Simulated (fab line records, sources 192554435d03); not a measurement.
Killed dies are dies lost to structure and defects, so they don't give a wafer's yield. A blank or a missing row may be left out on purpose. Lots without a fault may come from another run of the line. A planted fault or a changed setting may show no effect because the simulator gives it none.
fab line records | flow n5_finfet
record lots=7 wafers=18 last_day=19
route steps=1938 shown SDB@370 DUMMY_REMOVAL@377 BEOL_M4@1111 PASSIVATION@1936
lots that met no fault: from a run of the same line without faults
start_h: hours from the record's first day to the start of the lot's first wafer shown | wait_h: hours since the lot's step before | " the same as in the row above | L1.1+2: a row that stands for several wafers | - no value, or no start given | * or withheld: withheld | < > ~ a bound
route shown NAME@n: a module of which the file shows steps, and the number in the route of the first | usual: mean/standard deviation of fault-free wafers | same: alike in all rows | chamber/n: place in a boat | sites: the reading at each site | _std_site: their standard deviation | _edge_site: outer sites' mean less inner sites' | radius_mm: how far each site lies from the wafer's centre | mask NAME#n: copy n | behind: the tool/chamber that last shaped the wafer | hold: why the lot was held/for how many hours/how that ended | device: the transistor (n, p or np) that didn't switch | end of line: the same wafers' tests at the end of the route | a step without rows: its recipe alone | killed: dies lost to structure and defects at the first sort, not the wafer's yield | map: a wafer's dies, x killed, . not, _ none there
set.NAME: the setting as run; set.NAME@STEP: as run at that earlier step | model.NAME: the simulator's own value behind a step, which no gauge read
lots at some steps of the route; a table a step, a row a wafer
services: from which hour (start_h, from the record's first day; less than 0 if before it) a tool's chamber was out of use, for how many hours, and why
## steps
# step N5_SDB_PRECLEAN_38
# recipe chemistry=dHF time_s=10 dilution=750:1 temp_c=25
# step N5_SDB_PRECLEAN_39
# recipe chemistry=O3/DIW time_s=45 temp_c=22 o3_ppm=10
# step N5_SDB_SRD_28
# recipe dry=ipa_marangoni time_s=30 temp_c=23 rinse_liquid=diw
# step N5_SDB_ALD_29
# recipe material=SiNx target_thk_a=300 temp_c=400 ald_precursor_family=SiH2I2 ald_co_reactant=N2/H2-plasma pulse_time_s=1 ald_cycles=600 purge_time_s=2 co_reactant_purge_time_s=2 pressure_torr=2
# usual heater_power_outer_w=529/60 heater_power_w=851/70 precursor_pulse_height_rel=1.003/0.02
# same ald_cycles=600
# columns lot.wafer tool chamber start_h wait_h heater_power_outer_w heater_power_w precursor_pulse_height_rel
L773.2 ald_sin-02 0 90.74 0.1 498 786 0.988
L773.5 " 3 92.09 1.5 616 924 1.009
L773.6 " 0 " " 488 777 1.014
L772.3 ald_sin-03 0 91.10 0.0 452 779 0.986
L772.4 " 3 " " 551 886 1.013
L780.4 ald_sin-02 0 133.77 0.0 500 795 0.991
L780.5 " 0 135.12 1.4 497 783 0.992
L781.2 ald_sin-04 1 141.46 0.0 451 799 1.008
L781.4 " 2 " " 499 834 1.005
L781.6 " 0 142.82 1.4 594 941 1.017
L783.1 ald_sin-04 0 152.85 0.1 608 948 0.968
L783.4 " 1 " " 449 799 0.982
L790.2 ald_sin-04 1 190.94 0.0 470 770 1.021
L790.3 " 3 " " 499 802 1.034
L790.5 " 0 192.29 1.4 610 924 0.984
L792.2 ald_sin-04 2 208.28 0.0 496 805 1.019
L792.4 " 3 " " 481 803 0.992
L792.5 " 3 209.63 1.4 489 823 0.967
# step N5_SDB_CMP_30
# recipe stop_on=poly-Si t_overpolish_s=1.54 post_cmp_clean=alkaline_brush down_force_psi=4.1491 platen_rpm=51.796 pad_velocity_m_s=1.0306 target_thk_nm=30
# usual motor_current_A=12.7/1.4 overpolish_run_s=1.541/0.0093 time_to_endpoint_s=16.9/2.4
# columns lot.wafer tool chamber start_h wait_h motor_current_A overpolish_run_s time_to_endpoint_s
L773.2 cmp-01 0 93.59 1.5 14.5 1.535 13.5
L773.5 " 1 " " 13.2 1.544 15.7
L773.6 " 2 " " 11.2 1.561 15.6
L772.4 cmp-03 1 93.87 1.4 10.2 1.543 19.5
L772.3 " 3 " " 12.7 1.546 18.9
L780.4 cmp-03 1 136.80 1.7 10.5 1.549 19.4
L780.5 " 3 " " 12.6 1.529 11.7
L781.2 cmp-03 2 144.24 1.4 12.8 1.543 16.8
L781.4 " 3 " " 13.7 1.545 13.3
L781.6 " 1 " " 10.3 1.525 17.9
L783.1 cmp-04 3 155.62 1.4 13.8 1.546 19.4
L783.4 " 1 " " 11.4 1.544 17.3
L790.3 cmp-04 1 193.71 1.4 11.8 1.518 18.3
L790.2 " 3 " " 13.2 1.549 18.5
L790.5 " 0 " " 12.5 1.549 19.0
L792.2 cmp-03 3 211.01 1.4 12.5 1.541 13.9
L792.4 " 1 " " 10.4 1.540 19.1
L792.5 " 3 " " 13.1 1.551 15.4
# step N5_SDB_THK_MEAS_31
# recipe reads=a-Si_of_DUMMY_GATE_CVD_03
# usual SDB_THK=64.2/1.1
# columns lot.wafer tool chamber start_h wait_h SDB_THK[nm]
L773.2 film_metro-01 - 93.77 - 65.9
L773.5 " - " " 64.5
L773.6 " - " " 63.6
L772.3 film_metro-02 - 94.13 - 64.0
L772.4 " - " " 64.8
L780.4 film_metro-02 - 136.99 - 64.6
L780.5 " - " " 65.6
L781.2 film_metro-02 - 144.49 - 62.9
L781.4 " - " " 65.4
L781.6 " - " " 65.7
L783.1 film_metro-02 - 155.88 - 63.5
L783.4 " - " " 63.7
L790.2 film_metro-02 - 193.97 - 62.7
L790.3 " - " " 64.5
L790.5 " - " " 63.9
L792.2 film_metro-02 - 211.31 - 62.7
L792.4 " - " " 62.8
L792.5 " - " " 65.8
# step N5_SDB_INSPECT_36
# recipe inspect_instrument=darkfield mode=post_cmp
# usual raw_defect_count=41/19
# columns lot.wafer tool chamber start_h wait_h raw_defect_count
L773.2 defect_inspect-01 - 93.80 0.0 50
L773.5 " - " " 59
L773.6 " - " " 67
L772.3 defect_inspect-02 - 94.30 0.2 22
L772.4 " - " " 43
L780.4 defect_inspect-01 - 137.01 0.0 19
L780.5 " - " " 28
L781.2 defect_inspect-01 - 144.52 0.0 51
L781.4 " - " " 47
L781.6 " - " " 52
L783.1 defect_inspect-02 - 155.91 0.0 35
L783.4 " - " " 32
L790.2 defect_inspect-02 - 193.99 0.0 33
L790.3 " - " " 61
L790.5 " - " " 85
L792.2 defect_inspect-02 - 211.33 0.0 29
L792.4 " - " " 33
L792.5 " - " " 26
# step N5_DUMMY_REMOVAL_HM_STRIP_01
# recipe chemistry=CH3F/O2 material=SiNx target_depth_a=40 stop_on=poly-Si time_s=6.8 over_etch_frac=0.3 ion_energy_ev=60 power_w=410 bias_w=29 Ar_flow_sccm=150 CH3F_flow_sccm=30 O2_flow_sccm=20
# usual O2_flow_sccm=20.00/0.062 drypump_motor_current_A=5.9/0.41 oes_product_au=0.61/0.043 rf_vpp_V=127.3/0.95 showerhead_plenum_p_Torr=2.01/0.069 throttle_valve_pct=16.43/0.2
# columns lot.wafer tool chamber start_h wait_h O2_flow_sccm drypump_motor_current_A oes_product_au rf_hours_counter_h rf_vpp_V showerhead_plenum_p_Torr throttle_valve_pct
L773.2 rie_diel-01 1 93.83 0.0 20.02 6.2 0.59 164 126.1 1.92 16.50
L773.5 " 3 " " 20.13 6.2 0.62 - 128.8 2.09 16.08
L773.6 " 0 " " 19.92 6.2 0.58 - 126.8 1.97 16.31
L772.3 rie_diel-01 0 94.33 0.0 19.99 6.1 0.56 231 125.9 1.97 16.28
L772.4 " 3 " " 19.96 6.2 0.62 147 128.8 2.09 16.08
L780.4 rie_diel-04 2 137.11 0.1 20.01 5.3 0.58 242 125.9 1.98 16.59
L780.5 " 2 " " 19.94 5.2 0.58 - 127.4 1.98 16.59
L781.2 rie_diel-04 2 144.55 0.0 19.97 5.2 0.58 245 127.1 1.98 16.60
L781.4 " 1 " " 20.11 6.1 0.65 109 127.6 1.93 16.57
L781.6 " 0 " " 19.94 5.9 0.57 - 128.5 2.08 16.30
L783.1 rie_diel-01 1 155.94 0.0 20.08 6.2 0.58 182 128.6 1.91 16.52
L783.4 " 2 " " 19.99 5.7 0.62 157 128.2 2.09 16.55
L790.2 rie_diel-03 2 194.02 0.0 19.97 4.8 0.63 150 128.0 2.09 16.73
L790.3 " 0 " " 20.09 5.0 0.59 158 126.5 2.01 16.69
L790.5 " 1 " " 19.97 6.1 0.60 - 128.3 2.07 16.55
L792.2 rie_diel-01 2 211.37 0.0 20.01 5.7 0.61 173 127.1 2.08 16.57
L792.4 " 1 " " 20.05 6.3 0.57 198 128.1 1.90 16.56
L792.5 " 0 " " 19.90 6.2 0.76 - 128.4 1.97 15.85
# step N5_DUMMY_REMOVAL_STRIP_10
# recipe chemistry=N2/H2 time_s=40 power_w=100 temp_c=40 pressure_mtorr=100 rf_frequency_hz=6e+07 bias_power_w=3 n2_flow_sccm=300 h2_flow_sccm=300
# usual drypump_motor_current_A=5.9/0.42 oes_product_au=0.75/0.055 rf_vpp_V=45.2/0.91 showerhead_plenum_p_Torr=3.40/0.1 throttle_valve_pct=12.32/0.22
# columns lot.wafer tool chamber start_h wait_h drypump_motor_current_A oes_product_au rf_hours_counter_h rf_vpp_V showerhead_plenum_p_Torr throttle_valve_pct
L773.2 rie_diel-01 1 93.86 0.0 6.3 0.73 164 45.0 3.26 12.44
L773.5 " 3 " " 6.2 0.76 - 44.8 3.53 12.07
L773.6 " 0 " " 6.2 0.69 - 45.1 3.35 12.23
L772.3 rie_diel-01 0 94.37 0.0 6.2 0.69 231 42.6 3.35 12.24
L772.4 " 3 " " 6.2 0.77 147 44.8 3.53 12.09
L780.4 rie_diel-04 2 137.14 0.0 5.3 0.71 242 45.4 3.34 12.54
L780.5 " 2 " " 5.2 0.71 - 44.4 3.35 12.55
L781.2 rie_diel-04 2 144.59 0.0 5.3 0.71 245 44.7 3.34 12.54
L781.4 " 1 " " 6.1 0.81 109 44.8 3.28 12.64
L781.6 " 0 " " 5.9 0.70 - 45.1 3.49 12.14
L783.1 rie_diel-01 1 155.98 0.0 6.3 0.72 182 44.7 3.25 12.48
L783.4 " 2 " " 5.7 0.75 157 45.6 3.50 12.34
L790.2 rie_diel-03 2 194.06 0.0 4.7 0.77 150 46.7 3.51 12.50
L790.3 " 0 " " 5.0 0.73 158 45.5 3.40 12.52
L790.5 " 1 " " 6.1 0.72 - 47.3 3.49 12.43
L792.2 rie_diel-01 2 211.40 0.0 5.7 0.75 173 45.5 3.49 12.39
L792.4 " 1 " " 6.2 0.71 198 46.1 3.24 12.54
L792.5 " 0 " " 6.1 0.94 - 45.2 3.33 11.65
# step N5_DUMMY_REMOVAL_PRECLEAN_07
# recipe chemistry=dHF time_s=30 temp_c=25 dilution=withheld
# step N5_DUMMY_REMOVAL_DUMMY_REMOVE_02
# recipe chemistry=TMAH temp_c=70 target=poly-Si stop_on=SiO2 target_depth_nm=142 conc_wt_pct=5 time_s=57 dry=ipa_marangoni rinse_time_s=30 rinse_temp_c=23
# step N5_DUMMY_REMOVAL_INSPECT_06
# recipe inspect_instrument=brightfield mode=aei
# usual raw_defect_count=12/4.6
# columns lot.wafer tool chamber start_h wait_h raw_defect_count
L773.2 defect_inspect-01 - 94.03 0.0 11
L773.5 " - " " 7
L773.6 " - " " 19
L772.3 defect_inspect-02 - 94.57 0.0 11
L772.4 " - " " 11
L780.4 defect_inspect-01 - 137.31 0.0 10
L780.5 " - " " 10
L781.2 defect_inspect-01 - 144.75 0.0 23
L781.4 " - " " 21
L781.6 " - " " 8
L783.1 defect_inspect-01 - 156.14 0.0 8
L783.4 " - " " 10
L790.2 defect_inspect-02 - 194.22 0.0 10
L790.3 " - " " 12
L790.5 " - " " 12
L792.2 defect_inspect-02 - 211.56 0.0 9
L792.4 " - " " 9
L792.5 " - " " 18
# step N5_DUMMY_REMOVAL_PRECLEAN_08
# recipe chemistry=NF3:NH3 afs_cycles=2 temp_c=30 time_s=20 sublimation_temp_c=180 sublimation_time_s=60 pressure_torr=3 rf_power_w=30
# usual time_s=20/0
# columns lot.wafer tool chamber start_h wait_h time_s
L773.2 remote_plasma-01 0 94.09 0.1 20
L773.5 " 0 " " 20
L773.6 " 0 " " 20
L772.3 remote_plasma-02 1 94.67 0.1 20
L772.4 " 1 " " 20
L780.4 remote_plasma-02 0 137.44 0.1 27.105
L780.5 " 0 " " 20
L781.2 remote_plasma-02 0 144.84 0.1 20
L781.4 " 0 " " 27.105
L781.6 " 0 " " 20
L783.1 remote_plasma-02 0 156.17 0.0 27.105
L783.4 " 0 " " 27.105
L790.2 remote_plasma-01 0 194.29 0.1 20
L790.3 " 0 " " 20
L790.5 " 0 " " 20
L792.2 remote_plasma-02 0 211.63 0.1 20
L792.4 " 0 " " 20
L792.5 " 0 " " 20
# step N5_DUMMY_REMOVAL_PRECLEAN_04
# recipe chemistry=DHF time_s=37 temp_c=25 dilution=500:1
# step N5_BEOL_M4_RC_MEAS_101
# usual DIBL_N=36.0/1.6 DIBL_P=35.8/2 IOFF_N=0.152/0.03 IOFF_P=0.20/0.031 ION_N=670/12 ION_P=459/7.4 SS_N=71.5/0.56 SS_P=73.2/0.64 VT_N=251/3.5 VT_P=-252/3.3
# columns lot.wafer tool chamber start_h wait_h DIBL_N[mV/V] DIBL_P[mV/V] IOFF_N[nA/um] IOFF_P[nA/um] ION_N[uA/um] ION_P[uA/um] SS_N[mV/dec] SS_P[mV/dec] VT_N[mV] VT_P[mV]
L772.3 prober-01 0 214.96 0.3 36.2 36.7 0.183 0.22 682 460 71.4 74.0 245 -252
L772.4 " 0 " " 36.0 36.4 0.176 0.21 681 462 71.8 73.7 248 -251
L773.2 prober-01 0 219.36 0.2 36.9 36.5 0.134 0.19 666 458 71.5 73.0 258 -251
L773.5 " 0 " " 37.1 37.2 0.147 0.20 666 459 71.7 73.5 255 -253
L773.6 " 0 " " 35.7 35.8 0.131 0.18 660 456 70.9 72.6 252 -253
L780.4 prober-01 0 276.07 0.5 35.7 34.9 0.125 0.17 655 453 71.1 72.9 257 -256
L780.5 " 0 " " 37.1 35.4 0.148 0.19 657 451 70.9 73.4 253 -254
L781.2 prober-02 0 281.19 0.2 39.2 37.8 0.193 0.21 684 460 72.1 74.2 245 -252
L781.4 " 0 " " 36.9 35.5 0.158 0.19 668 457 72.4 73.1 246 -254
L781.6 " 0 " " 35.6 33.4 0.132 0.15 662 447 71.0 71.9 252 -255
L783.1 prober-01 0 284.98 0.0 35.3 36.6 0.166 0.22 672 461 70.9 73.0 249 -249
L783.4 " 0 " " 31.9 33.1 0.120 0.17 665 459 70.3 71.9 250 -254
L790.2 prober-02 0 316.10 0.2 34.0 34.0 0.109 0.15 661 451 70.5 72.5 257 -254
L790.3 " 0 " " 36.6 36.9 0.150 0.18 665 454 70.7 73.3 252 -254
L790.5 " 0 " " 33.0 33.0 0.098 0.14 648 449 70.2 72.2 253 -256
L792.2 prober-02 0 347.50 0.2 35.4 35.4 0.139 0.17 673 456 71.5 73.4 251 -254
L792.4 " 0 " " 36.3 36.9 0.164 0.20 669 458 72.8 73.4 249 -254
L792.5 " 0 " " 34.5 35.0 0.131 0.18 656 457 71.9 72.6 251 -253
# step N5_PASSIVATION_PROBE_49
# usual defect_limited_yield=91.6/1.4 killed_at_M0_to_M3=33/10 killed_at_M4_up=13/5.3 killed_at_contacts=13/5.9 killed_at_front_end=36/12 killed_at_other=4/3.1 killed_dies=99/16 killed_open=65/13 killed_short=32/7.3 sort_bin_5_function=4.9/0.9 sort_bin_6_memory=3.1/0.66 sort_n_pass=1081/17 sort_yield_pct=91.6/1.4
# same gross_dies=1180 killed_at_back_side=0 sort_bin_4_leakage[%]=0 sort_bin_8_speed[%]=0
# columns lot.wafer tool chamber start_h wait_h defect_limited_yield[%] killed_at_M0_to_M3 killed_at_M4_up killed_at_contacts killed_at_front_end killed_at_other killed_dies killed_open killed_short sort_bin_5_function[%] sort_bin_6_memory[%] sort_n_pass sort_yield_pct[%]
L772.3 prober-01 - 321.11 0.1 91.8 39 9 18 26 5 97 61 36 5.0 2.9 1083 91.8
L772.4 prober-01 - 321.16 0.2 93.6 26 5 18 26 1 76 52 24 3.5 2.8 1104 93.6
L773.2 prober-01 - 331.56 0.1 90.3 46 18 10 36 5 115 76 38 4.7 4.2 1065 90.3
L773.5 prober-01 - 331.71 0.2 90.2 34 14 27 39 2 116 88 27 6.0 3.6 1064 90.2
L773.6 prober-01 - 331.76 0.3 91.7 32 22 10 30 4 98 61 35 4.7 3.0 1082 91.7
L780.4 prober-02 - 379.54 0.2 90.9 36 18 10 34 9 107 75 32 5.1 3.8 1073 90.9
L780.5 prober-02 - 379.59 0.2 88.1 32 15 14 73 6 140 98 31 6.3 4.2 1040 88.1
L781.2 prober-02 - 385.25 0.1 94.5 24 7 2 30 2 65 44 20 2.8 2.3 1115 94.5
L781.4 prober-02 - 385.35 0.2 93.3 32 11 5 26 5 79 49 27 4.5 1.9 1101 93.3
L781.6 prober-02 - 385.45 0.3 92.5 22 6 10 44 7 89 54 32 4.4 2.6 1091 92.5
L783.1 prober-01 - 397.92 0.0 90.0 34 12 21 51 0 118 76 36 6.1 3.4 1062 90.0
L783.4 prober-01 - 398.07 0.2 91.6 25 9 28 34 3 99 68 29 4.9 3.1 1081 91.6
L790.2 prober-02 - 433.77 0.1 91.4 35 17 10 39 1 102 72 30 5.9 2.1 1078 91.4
L790.3 prober-02 - 433.82 0.1 90.3 43 21 13 34 4 115 76 36 5.3 4.0 1065 90.3
L790.5 prober-02 - 433.92 0.2 92.2 35 10 13 32 2 92 60 30 5.1 2.4 1088 92.2
L792.2 prober-01 - 447.81 0.1 91.6 50 12 12 20 5 99 67 28 5.4 2.4 1081 91.6
L792.4 prober-01 - 447.91 0.2 91.7 30 16 29 17 6 98 73 24 4.7 3.5 1082 91.7
L792.5 prober-01 - 447.96 0.2 93.0 29 17 16 17 4 83 68 15 4.3 2.7 1097 93.0
# killed by level:class
L772.3 MOL_CONTACT_COAG:geometric_particle:open=16 BEOL_M0_SAQP:geometric_particle:short=14 BEOL_M0_SAQP:geometric_particle:open=11 STI_FIN_REVEAL:geometric_particle:open=6 DUMMY_GATE:geometric_particle:open=6 BEOL_M1:geometric_particle:open=4 BEOL_M2:geometric_particle:open=4 FIN_SAQP:geometric_particle:short=3
L772.4 MOL_CONTACT_COAG:geometric_particle:open=15 BEOL_M2:geometric_particle:open=7 BEOL_M0_SAQP:geometric_particle:short=7 BEOL_M0_SAQP:geometric_particle:open=6 GATE_CUT:geometric_particle:short=5 DUMMY_GATE:geometric_particle:open=4 BEOL_M1:geometric_particle:open=4 FIN_SAQP:geometric_particle:open=3
L773.2 MOL_CONTACT_COAG:geometric_particle:open=9 BEOL_M2:geometric_particle:open=9 BEOL_M2:geometric_particle:short=8 FIN_SAQP:geometric_particle:open=7 FIN_SAQP:geometric_particle:short=6 BEOL_M1:geometric_particle:open=6 STI_FIN_REVEAL:geometric_particle:open=5 BEOL_M0_SAQP:geometric_particle:short=5
L773.5 MOL_CONTACT_COAG:geometric_particle:open=23 BEOL_M1:geometric_particle:open=11 STI_FIN_REVEAL:geometric_particle:open=10 DUMMY_GATE:geometric_particle:open=10 BEOL_M4:geometric_particle:open=8 BEOL_M2:geometric_particle:open=5 BEOL_M3:geometric_particle:open=5 ILD0:geometric_particle:open=4
L773.6 BEOL_M1:geometric_particle:open=11 STI_FIN_REVEAL:geometric_particle:open=9 MOL_CONTACT_COAG:geometric_particle:open=8 BEOL_M4:geometric_particle:open=7 BEOL_M4:geometric_particle:short=6 DUMMY_GATE:geometric_particle:open=6 BEOL_M0_SAQP:geometric_particle:short=4 BEOL_M3:geometric_particle:short=4
L780.4 BEOL_M2:geometric_particle:open=14 BEOL_M3:geometric_particle:open=10 FIN_SAQP:geometric_particle:open=6 MOL_CONTACT_COAG:geometric_particle:open=6 BEOL_M4:geometric_particle:open=6 BEOL_M5:geometric_particle:open=5 DUMMY_GATE:geometric_particle:open=5 BEOL_M0_SAQP:geometric_particle:short=5
L780.5 FIN_SAQP:geometric_particle:open=23 STI_FIN_REVEAL:geometric_particle:open=19 MOL_CONTACT_COAG:geometric_particle:open=10 HKMG_FIN:area_etch=10 BEOL_M2:geometric_particle:open=9 FIN_SAQP:geometric_particle:short=8 BEOL_M3:geometric_particle:open=7 DUMMY_GATE:geometric_particle:open=6
L781.2 FIN_SAQP:geometric_particle:short=7 BEOL_M0_SAQP:geometric_particle:short=6 FIN_SAQP:geometric_particle:open=5 STI_FIN_REVEAL:geometric_particle:open=5 DUMMY_GATE:geometric_particle:open=5 BEOL_M0_SAQP:geometric_particle:open=5 BEOL_M2:geometric_particle:open=4 BEOL_M3:geometric_particle:open=4
L781.4 BEOL_M4:geometric_particle:open=10 FIN_SAQP:geometric_particle:short=9 BEOL_M2:geometric_particle:open=7 BEOL_M3:geometric_particle:open=7 BEOL_M0_SAQP:geometric_particle:open=6 FIN_SAQP:geometric_particle:open=5 BEOL_M3:geometric_particle:short=4 DUMMY_GATE:geometric_particle:open=3
L781.6 STI_FIN_REVEAL:geometric_particle:open=9 FIN_SAQP:geometric_particle:open=8 GATE_CUT:geometric_particle:short=6 MOL_CONTACT_COAG:geometric_particle:open=6 BEOL_M0_SAQP:geometric_particle:short=6 FIN_SAQP:geometric_particle:short=5 GATE_CUT:geometric_particle:open=5 BEOL_M0_SAQP:geometric_particle:open=4
L783.1 MOL_CONTACT_COAG:geometric_particle:open=19 FIN_SAQP:geometric_particle:open=12 BEOL_M0_SAQP:geometric_particle:short=11 FIN_SAQP:geometric_particle:short=10 BEOL_M0_SAQP:geometric_particle:open=9 DUMMY_GATE:geometric_particle:open=6 GATE_CUT:geometric_particle:short=6 BEOL_M0:geometric_particle:open=5
L783.4 MOL_CONTACT_COAG:geometric_particle:open=22 DUMMY_GATE:geometric_particle:open=7 MOL_CONTACT_COAG:geometric_particle:short=6 FIN_SAQP:geometric_particle:open=5 STI_FIN_REVEAL:geometric_particle:open=5 BEOL_M0:geometric_particle:open=5 BEOL_M1:geometric_particle:short=4 BEOL_M1:geometric_particle:open=4
L790.2 BEOL_M2:geometric_particle:open=14 FIN_SAQP:geometric_particle:short=10 BEOL_M4:geometric_particle:open=9 FIN_SAQP:geometric_particle:open=8 MOL_CONTACT_COAG:geometric_particle:open=8 DUMMY_GATE:geometric_particle:open=7 BEOL_M0_SAQP:geometric_particle:short=5 BEOL_M0:geometric_particle:open=5
L790.3 BEOL_M0_SAQP:geometric_particle:short=14 MOL_CONTACT_COAG:geometric_particle:open=12 BEOL_M4:geometric_particle:open=9 BEOL_M0_SAQP:geometric_particle:open=8 BEOL_M2:geometric_particle:open=8 FIN_SAQP:geometric_particle:open=6 DUMMY_GATE:geometric_particle:open=5 BEOL_M1:geometric_particle:open=5
L790.5 MOL_CONTACT_COAG:geometric_particle:open=13 BEOL_M3:geometric_particle:open=10 BEOL_M0_SAQP:geometric_particle:open=9 BEOL_M0_SAQP:geometric_particle:short=9 FIN_SAQP:geometric_particle:open=7 FIN_SAQP:geometric_particle:short=7 STARTING-WAFER:geometric_particle:open=6 DUMMY_GATE:geometric_particle:open=3
L792.2 MOL_CONTACT_COAG:geometric_particle:open=11 BEOL_M3:geometric_particle:open=11 BEOL_M0_SAQP:geometric_particle:short=9 BEOL_M1:geometric_particle:open=7 BEOL_M2:geometric_particle:open=7 FIN_SAQP:geometric_particle:open=6 BEOL_M0_SAQP:geometric_particle:open=5 GATE_CUT:geometric_particle:short=3
L792.4 MOL_CONTACT_COAG:geometric_particle:open=23 BEOL_M2:geometric_particle:open=10 BEOL_M4:geometric_particle:open=7 MOL_CONTACT_COAG:geometric_particle:short=6 BEOL_M3:geometric_particle:open=6 DUMMY_GATE:geometric_particle:open=5 DUMMY_GATE:geometric_particle:short=4 PASS1_CAP:geometric_particle:open=4
L792.5 MOL_CONTACT_COAG:geometric_particle:open=13 BEOL_M4:geometric_particle:open=10 BEOL_M0_SAQP:geometric_particle:open=8 STI_FIN_REVEAL:geometric_particle:open=6 BEOL_M3:geometric_particle:open=6 BEOL_M0_SAQP:geometric_particle:short=5 BEOL_M5:geometric_particle:open=5 GATE_CUT:geometric_particle:open=3
## services
# columns tool chamber start_h hours kind
ald_sin-04 - 85.55 14.0 pm
cmp-03 - 86.04 1.2 repair
cmp-04 - 91.55 4.4 repair
ald_sin-02 - 106.72 1.6 repair
rie_diel-04 2 115.56 19.2 repair
cmp-04 - 126.33 2.0 repair
cmp-04 - 131.62 7.0 repair
cmp-01 - 131.64 5.3 pm
rie_diel-01 3 139.01 5.3 repair
cmp-04 - 141.32 3.6 pm
cmp-04 - 148.68 4.0 pm
rie_diel-04 2 153.49 7.9 repair
rie_diel-03 2 154.27 4.0 repair
cmp-04 - 155.04 0.3 repair
cmp-04 - 168.52 5.7 pm
cmp-04 - 174.28 2.0 repair
rie_diel-01 3 175.59 15.8 repair
ald_sin-02 - 176.82 14.0 pm
rie_diel-03 - 179.33 2.8 pm
ald_sin-02 3 191.22 1.4 repair
rie_diel-04 2 200.78 4.9 repair
cmp-03 - 205.77 5.1 pm
rie_diel-04 0 210.17 13.3 repair
cmp-03 - 211.24 3.4 pm
## key
first_sign step=N5_DUMMY_REMOVAL_PRECLEAN_08 reading=time_s direction=up sigmas=99+ usual=* struck=*
effect none on later readings
met_at N5_DUMMY_REMOVAL_PRECLEAN_08
struck_wafers L780.4,L781.4,L783.1,L783.4
baseline_loss step=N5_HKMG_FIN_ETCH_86 wafers=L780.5
onset_between 94.67 137.44
fault kind=process_parameter_drift tool=remote_plasma-02 chamber=- onset_h=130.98 steps=N5_DUMMY_REMOVAL_PRECLEAN_08 channel=time_s offset=* shape=step end_h=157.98 scope=struck_wafers_only acts_in=* stated=*
# baseline_loss: these wafers lose ten dies or more at that step, a loss of the line's own and not of a fault; the sort's usual values leave them out
